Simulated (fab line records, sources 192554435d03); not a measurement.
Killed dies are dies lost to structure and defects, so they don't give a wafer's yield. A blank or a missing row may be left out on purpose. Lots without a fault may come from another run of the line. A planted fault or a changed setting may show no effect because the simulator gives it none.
Chamber matching | flow n5_finfet | N5_BEOL_M0_SAQP_STRIP_108 on rie_diel-01: 4 sister chambers
The step strips in N2/H2. 16 wafers are shown with their chamber, then 8 later ones without.

WAFERS WITH THEIR CHAMBER
wafer  | chamber | showerhead_plenum_p_Torr (Torr) | throttle_valve_pct (%) | oes_product_au (a.u.)
L078.1 | 1       | 3.19                            | 19.54                  | 0.72
L078.2 | 2       | 3.41                            | 19.20                  | 0.84
L078.3 | 3       | 3.44                            | 18.64                  | 0.96
L078.4 | 3       | 3.44                            | 18.64                  | 0.95
L078.5 | 2       | 3.41                            | 19.19                  | 0.84
L078.6 | 1       | 3.19                            | 19.54                  | 0.72
L079.1 | 2       | 3.41                            | 19.19                  | 0.84
L079.2 | 3       | 3.44                            | 18.65                  | 0.94
L079.3 | 1       | 3.19                            | 19.54                  | 0.72
L079.4 | 0       | 3.31                            | 18.78                  | 0.99
L079.5 | 3       | 3.44                            | 18.66                  | 0.94
L079.6 | 2       | 3.41                            | 19.21                  | 0.83
L080.3 | 3       | 3.44                            | 18.66                  | 0.94
L080.4 | 1       | 3.19                            | 19.55                  | 0.72
L080.5 | 3       | 3.44                            | 18.65                  | 0.93
L085.1 | 2       | 3.40                            | 19.22                  | 0.83

SIGNATURES (means of the wafers above)
reading                  | chamber 0 | chamber 1 | chamber 2 | chamber 3 | scatter within a chamber
showerhead_plenum_p_Torr | 3.3100    | 3.1900    | 3.4080    | 3.4400    | 0.00258
throttle_valve_pct       | 18.7800   | 19.5425   | 19.2020   | 18.6500   | 0.00981
oes_product_au           | 0.9900    | 0.7200    | 0.8360    | 0.9433    | 0.00738
Rule: a wafer's distance from a chamber is the root of the sum, over the readings, of the square of ((its reading less the chamber's mean) divided by the reading's scatter). The wafer belongs to the nearest chamber; if the next one is less than 2 further off, it can't be placed. The scatter: the root of (the sum of the squares of (reading less its chamber's mean) over the shown wafers, divided by (wafers less chambers)).

WAFERS WITHOUT THEIR CHAMBER
wafer  | showerhead_plenum_p_Torr (Torr) | throttle_valve_pct (%) | oes_product_au (a.u.)
L085.2 | 3.43                            | 18.69                  | 0.91
L085.6 | 3.30                            | 18.81                  | 0.94
L086.3 | 3.43                            | 18.68                  | 0.91
L086.5 | 3.40                            | 19.23                  | 0.83
L086.6 | 3.43                            | 18.67                  | 0.90
L093.1 | 3.29                            | 18.86                  | 0.91
L093.4 | 3.40                            | 19.26                  | 0.81
L093.5 | 3.18                            | 19.58                  | 0.71

WHICH CHAMBER EACH WENT THROUGH
wafer  | from the rows above | in truth
L085.2 | 3                   | 3
L085.6 | 0                   | 0
L086.3 | 3                   | 3
L086.5 | 2                   | 2
L086.6 | 3                   | 3
L093.1 | 0                   | 0
L093.4 | 2                   | 2
L093.5 | 1                   | 1
Placed correctly: 8 of 8. Can't be placed from these rows: 0. Placed wrongly: 0.
